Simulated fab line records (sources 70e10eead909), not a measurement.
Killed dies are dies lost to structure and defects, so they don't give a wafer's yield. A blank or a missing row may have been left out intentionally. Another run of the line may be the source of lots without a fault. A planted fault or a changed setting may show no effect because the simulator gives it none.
Matching of chambers + flow nand-harc + 4 sister chambers for NHARC_A_BONDPAD_ETCH_34 on rie-diel-03
The step etches the open film in N2/H2, target depth 60 nm, overetch 18 nm, time 65.91 s. 16 wafers are shown with their chamber, then 8 later ones without.

WAFERS WITH THEIR CHAMBER
| wafer  | chamber | drypump-motor-current-A (A) | showerhead-plenum-p-Torr (Torr) | rf-vpp-V (V) |
|--------|---------|-----------------------------|---------------------------------|--------------|
| L626.1 | 0       | 4.8                         | 1.91                            | 426.5        |
| L626.5 | 1       | 5.4                         | 2.04                            | 430.8        |
| L626.6 | 2       | 6.0                         | 2.04                            | 430.4        |
| L629.1 | 1       | 5.4                         | 2.04                            | 430.0        |
| L629.2 | 2       | 6.0                         | 2.04                            | 430.6        |
| L629.6 | 1       | 5.4                         | 2.04                            | 429.1        |
| L631.2 | 2       | 6.0                         | 2.04                            | 430.6        |
| L631.3 | 3       | 6.8                         | 1.95                            | 427.4        |
| L631.6 | 2       | 6.0                         | 2.04                            | 429.6        |
| L633.3 | 0       | 4.8                         | 1.91                            | 426.9        |
| L633.4 | 3       | 6.9                         | 1.95                            | 428.3        |
| L633.6 | 1       | 5.4                         | 2.03                            | 431.5        |
| L639.1 | 0       | 4.8                         | 1.91                            | 425.0        |
| L639.2 | 2       | 6.0                         | 2.04                            | 429.5        |
| L639.3 | 1       | 5.4                         | 2.03                            | 431.0        |
| L640.1 | 2       | 6.0                         | 2.04                            | 431.6        |

SIGNATURES, as means of the wafers listed above
| reading                  | chamber 0 | chamber 1 | chamber 2 | chamber 3 | scatter within a chamber |
|--------------------------|-----------|-----------|-----------|-----------|--------------------------|
| drypump-motor-current-A  | 4.800     | 5.400     | 6.000     | 6.850     | 0.0204                   |
| showerhead-plenum-p-Torr | 1.9100    | 2.0360    | 2.0400    | 1.9500    | 0.00316                  |
| rf-vpp-V                 | 426.133   | 430.480   | 430.383   | 427.850   | 0.863                    |
Rule: a wafer lies at a distance from a chamber equal to the root of the sum of squares, over the readings, of (its reading less the chamber's mean, divided by the reading's scatter). The wafer belongs to the nearest chamber; if the next one is less than 2 further off, it can't be placed. How the scatter is found: for the shown wafers, subtract from each reading the mean of its chamber, square and add these, divide the total by (wafers less chambers), then take the root.

WAFERS WITH NO CHAMBER GIVEN
| wafer  | drypump-motor-current-A (A) | showerhead-plenum-p-Torr (Torr) | rf-vpp-V (V) |
|--------|-----------------------------|---------------------------------|--------------|
| L640.2 | 6.8                         | 1.95                            | 427.0        |
| L640.4 | 5.4                         | 2.03                            | 429.5        |
| L643.4 | 4.8                         | 1.91                            | 426.9        |
| L643.5 | 4.8                         | 1.91                            | 426.5        |
| L643.6 | 6.8                         | 1.95                            | 429.0        |
| L648.1 | 5.4                         | 2.03                            | 428.9        |
| L648.2 | 6.0                         | 2.04                            | 429.4        |
| L648.3 | 4.8                         | 1.91                            | 427.8        |

WHICH CHAMBER EACH ONE RAN IN
| wafer  | from the rows above | in truth |
|--------|---------------------|----------|
| L640.2 | 3                   | 3        |
| L640.4 | 1                   | 1        |
| L643.4 | 0                   | 0        |
| L643.5 | 0                   | 0        |
| L643.6 | 3                   | 3        |
| L648.1 | 1                   | 1        |
| L648.2 | 2                   | 2        |
| L648.3 | 0                   | 0        |
Placed correctly: 8 of 8. Can't be placed from these rows: 0. Number placed wrongly: 0.
